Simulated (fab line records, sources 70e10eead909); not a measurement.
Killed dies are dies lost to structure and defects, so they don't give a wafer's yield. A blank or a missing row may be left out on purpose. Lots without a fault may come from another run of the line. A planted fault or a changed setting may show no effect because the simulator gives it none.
One fault seen from 2 desks | flow nand_harc | each desk has only its own numbers; what lay behind them comes last

THE TOOL OWNER'S DESK: krf_scanner-03
The tool's own readings at NHARC_THIN_TSV_EXPOSE_09 (exposes mask TSV): means of the sampled wafers that have a number, for each lot that ran on this tool. A lot is out of limits, marked OUT, if its mean lies more than 4 standard deviations from the usual mean; the brackets give that distance.
Columns: A = exposure_dose_mJ_cm2 at NHARC_THIN_TSV_EXPOSE_09, usual 30.700
lot  | first seen here | A
L417 | day 18 08:50    | 30.705
L418 | day 18 23:44    | 30.714
L421 | day 20 07:09    | 30.725
L422 | day 20 08:12    | 30.640
L423 | day 20 15:53    | 31.222 (+18) OUT
L424 | day 20 21:06    | 31.226 (+18) OUT
This desk's finding: out of limits on L423, L424; first on L423, day 20 15:53 (exposure_dose_mJ_cm2 at NHARC_THIN_TSV_EXPOSE_09). In limits: L417, L418, L421, L422.

THE METROLOGY DESK
What the gauges read, lot by lot, whatever tool the lot ran on: means of the sampled wafers that have a number. A lot is out of limits, marked OUT, if its mean lies more than 4 standard deviations from the usual mean; the brackets give that distance.
Columns: A = overlay_x_nm at NHARC_A_BONDPAD_OVL_MEAS_35, usual 2 nm; B = overlay_y_nm at NHARC_A_BONDPAD_OVL_MEAS_35, usual 1 nm
lot  | first seen here | A  | B
L417 | day 17 19:04    | -2 | 3
L418 | day 18 06:29    | -7 | -9
L420 | day 18 10:07    | 7  | -10
L421 | day 19 16:03    | 6  | -2
L422 | day 19 17:45    | -5 | 0
L423 | day 19 23:07    | 6  | 6
L425 | day 20 04:23    | 7  | 3
L424 | day 20 04:45    | 4  | 10
L433 | day 22 14:01    | 1  | 6
L437 | day 23 03:29    | -4 | 7
L439 | day 23 04:32    | 10 | 3
L436 | day 23 10:40    | 5  | -1
L440 | day 24 01:08    | -6 | 4
This desk's finding: nothing out of limits on any of the 13 lots.

PUT TOGETHER
The tool owner's desk could have raised an alarm at day 20 15:53, on L423, L424.
The metrology desk saw nothing out of limits.
The metrology desk has L423, L424 on record, within its limits.
Of the lots named, all ran NHARC_THIN_TSV_EXPOSE_09 on krf_scanner-03.

WHAT THE SIMULATOR HAD PUT IN
Process parameter drift: krf_scanner-03, from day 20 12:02 on, at NHARC_THIN_TSV_EXPOSE_09. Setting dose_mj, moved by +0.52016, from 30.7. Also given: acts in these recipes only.
Lots struck among those shown: L423, L424.
Hours from the fault's start to each desk's first reading out of limits: the tool owner's desk, 4.
